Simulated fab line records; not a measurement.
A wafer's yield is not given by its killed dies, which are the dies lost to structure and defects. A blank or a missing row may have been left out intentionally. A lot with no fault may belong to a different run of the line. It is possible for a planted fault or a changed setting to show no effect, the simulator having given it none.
Lot-split experiment :: flow n5-finfet :: route with 1938 steps; 7 lots, 21 wafers read

## ABOUT THE SPLIT
At N5_BEOL_M11_EXPOSE_25 (exposes mask V10), the setting dose-mj was moved away from the recipe's 85.5 on 11 of the 21 wafers read, by -5.5% to +5.7%. For the rest of the wafers, this setting stayed at what the recipe calls for.

## FROM THE SPLIT TO THE READING: what the file shows between them, 2 steps
- N5_BEOL_M11_PEB_26: peb time 60 s
- N5_BEOL_M11_DEVELOP_27: develop time 30 s

## THE READING
cd-nm, in nm, at N5_BEOL_M11_CD_MEAS_28 (target cd 70 nm). A value of 70.0 nm with a standard deviation of 0.9 nm is what fault-free wafers of this fab line usually give.

wafer: L075.3
tool, chamber at the split: arfi-scanner-01, 0
dose-mj as run: 87.99
against the recipe: +2.9%
cd-nm, nm: 72.7
against lot-mates on the recipe: +2.9

wafer: L075.4
tool, chamber at the split: arfi-scanner-01, 0
dose-mj as run: 85.5
against the recipe: recipe
cd-nm, nm: 69.8
against lot-mates on the recipe: -

wafer: L075.5
tool, chamber at the split: arfi-scanner-01, 0
dose-mj as run: 87.99
against the recipe: +2.9%
cd-nm, nm: 74.3
against lot-mates on the recipe: +4.5

wafer: L077.1
tool, chamber at the split: arfi-scanner-03, 0
dose-mj as run: 81.21
against the recipe: -5.0%
cd-nm, nm: 67.1
against lot-mates on the recipe: -4.5

wafer: L077.3
tool, chamber at the split: arfi-scanner-03, 0
dose-mj as run: 81.21
against the recipe: -5.0%
cd-nm, nm: 65.9
against lot-mates on the recipe: -5.7

wafer: L077.6
tool, chamber at the split: arfi-scanner-03, 0
dose-mj as run: 85.5
against the recipe: recipe
cd-nm, nm: 71.6
against lot-mates on the recipe: -

wafer: L086.1
tool, chamber at the split: arfi-scanner-03, 0
dose-mj as run: 87.76
against the recipe: +2.6%
cd-nm, nm: 71.8
against lot-mates on the recipe: +2.8

wafer: L086.4
tool, chamber at the split: arfi-scanner-03, 0
dose-mj as run: 87.76
against the recipe: +2.6%
cd-nm, nm: 71.1
against lot-mates on the recipe: +2.1

wafer: L086.6
tool, chamber at the split: arfi-scanner-03, 0
dose-mj as run: 85.5
against the recipe: recipe
cd-nm, nm: 69.0
against lot-mates on the recipe: -

wafer: L084.2
tool, chamber at the split: arfi-scanner-03, 0
dose-mj as run: 85.5
against the recipe: recipe
cd-nm, nm: 69.4
against lot-mates on the recipe: -

wafer: L084.5
tool, chamber at the split: arfi-scanner-03, 0
dose-mj as run: 85.5
against the recipe: recipe
cd-nm, nm: 69.6
against lot-mates on the recipe: -

wafer: L084.6
tool, chamber at the split: arfi-scanner-03, 0
dose-mj as run: 85.5
against the recipe: recipe
cd-nm, nm: 70.0
against lot-mates on the recipe: -

wafer: L087.3
tool, chamber at the split: arfi-scanner-03, 0
dose-mj as run: 80.8
against the recipe: -5.5%
cd-nm, nm: 65.4
against lot-mates on the recipe: -3.7

wafer: L087.4
tool, chamber at the split: arfi-scanner-03, 0
dose-mj as run: 80.8
against the recipe: -5.5%
cd-nm, nm: 65.5
against lot-mates on the recipe: -3.6

wafer: L087.6
tool, chamber at the split: arfi-scanner-03, 0
dose-mj as run: 85.5
against the recipe: recipe
cd-nm, nm: 69.1
against lot-mates on the recipe: -

wafer: L091.1
tool, chamber at the split: arfi-scanner-03, 0
dose-mj as run: 82.43
against the recipe: -3.6%
cd-nm, nm: 66.2
against lot-mates on the recipe: -3.7

wafer: L091.3
tool, chamber at the split: arfi-scanner-03, 0
dose-mj as run: 85.5
against the recipe: recipe
cd-nm, nm: 69.9
against lot-mates on the recipe: -

wafer: L091.4
tool, chamber at the split: arfi-scanner-03, 0
dose-mj as run: 82.43
against the recipe: -3.6%
cd-nm, nm: 66.6
against lot-mates on the recipe: -3.3

wafer: L097.4
tool, chamber at the split: arfi-scanner-02, 0
dose-mj as run: 85.5
against the recipe: recipe
cd-nm, nm: 69.3
against lot-mates on the recipe: -

wafer: L097.5
tool, chamber at the split: arfi-scanner-02, 0
dose-mj as run: 90.4
against the recipe: +5.7%
cd-nm, nm: 74.4
against lot-mates on the recipe: +4.6

wafer: L097.6
tool, chamber at the split: arfi-scanner-02, 0
dose-mj as run: 85.5
against the recipe: recipe
cd-nm, nm: 70.4
against lot-mates on the recipe: -

THE FIT
A straight line over all 21 wafers: cd-nm changes by +0.815 nm for each +1% of dose-mj; r = +0.95; the points scatter about the line by 0.83 nm.
The same after taking each lot's own level away (the mean of its wafers on the recipe; 21 wafers): +0.89 nm for each +1%; r = +0.97; scatter 0.71 nm.
According to that fit, moving dose-mj by its largest amount changes the reading by 5.1 nm.
From 69.00 to 71.60 nm: that is the span of the lots' own levels, equal to 2.9 times the standard deviation above.
The two slopes agree, so the slope changes little with the lot-to-lot level.
Check: with one of the wafers moved furthest among these (+5.7%) left out of the fit, the line predicts +5.44 nm for it against its lot-mates. Against them it came out at +4.55 nm.

## FURTHER SPLITS ON THESE WAFERS
These wafers also went through other splits before the reading. Each is held against what the fit with the lots' levels taken away leaves over:
other split on the same wafers: N5_BEOL_M10_EXPOSE_25 dose-mj
wafers away from the commonest value: 8
r with cd-nm (lot level and that fit taken away): +0.17

other split on the same wafers: N5_BEOL_M11_COAT_22 spin-rpm
wafers away from the commonest value: 6
r with cd-nm (lot level and that fit taken away): +0.35

## THE FILE'S OWN FIT
cd-nm changes by +0.87 nm for each +1% of dose-mj, r = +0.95.
